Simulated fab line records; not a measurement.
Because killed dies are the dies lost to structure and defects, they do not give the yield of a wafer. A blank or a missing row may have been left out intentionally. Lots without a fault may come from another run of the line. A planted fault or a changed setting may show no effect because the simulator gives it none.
Which tool is to blame? + flow nand harc + Sampling: 6 lots, 18 wafers, 2 of 1302 route steps

## WHAT THE GAUGES SHOWED, per wafer
NHARC_A_CONTACT_CD_MEAS_15.
| lot  | measured     | on        | cd nm (nm)        |
|------|--------------|-----------|-------------------|
| L770 | day 23 11:18 | cd sem-02 | 190.7 190.2 191.1 |
| L769 | day 23 15:56 | cd sem-03 | 189.9 189.6 190.3 |
| L772 | day 24 03:43 | cd sem-03 | 190.3 190.4 190.7 |
| L774 | day 25 12:16 | cd sem-03 | 190.3 189.6 190.4 |
| L784 | day 29 21:15 | cd sem-02 | 190.1 189.5 189.7 |
| L790 | day 32 02:35 | cd sem-02 | 189.2 189.5 189.7 |

## TOOL THAT RAN EACH LOT (tool first, then ch and the chambers of the sampled wafers, then the start)
| lot  | NHARC_A_CONTACT_ETCH_138             |
|------|--------------------------------------|
| L770 | har cap etch-01 ch 0, day 23 10:16   |
| L769 | har cap etch-03 ch 0,1, day 23 14:59 |
| L772 | har cap etch-01 ch 0,1, day 24 02:40 |
| L774 | har cap etch-01 ch 0,1, day 25 11:15 |
| L784 | har cap etch-01 ch 0,1, day 29 20:15 |
| L790 | har cap etch-01 ch 0,1, day 32 01:38 |
- NHARC_A_CONTACT_ETCH_138: etches the open film in C4F8/O2/Ar, time 311 s, target depth 1914 nm.

## THE ANSWER, worked out from the rows above alone
Rule: usual is defined by the lots themselves. Put in order of their means at a reading, lots are off if they are a third of the lots or fewer, leave a main group of 4 or more, and stand apart from it by a gap of 3 or more times the standard deviation of the main group's means; of several such gaps the widest counts. A main group whose means are all the same, to the digits that the tables above print for the reading, isn't used. Also off: a lot with no number at a reading for which 4 or more lots have one. Any other lot the step has rows for is counted as sound.
Nothing can be told from this: no lot is off at any reading shown.

## WHAT HAD BEEN PUT IN BY THE SIMULATOR
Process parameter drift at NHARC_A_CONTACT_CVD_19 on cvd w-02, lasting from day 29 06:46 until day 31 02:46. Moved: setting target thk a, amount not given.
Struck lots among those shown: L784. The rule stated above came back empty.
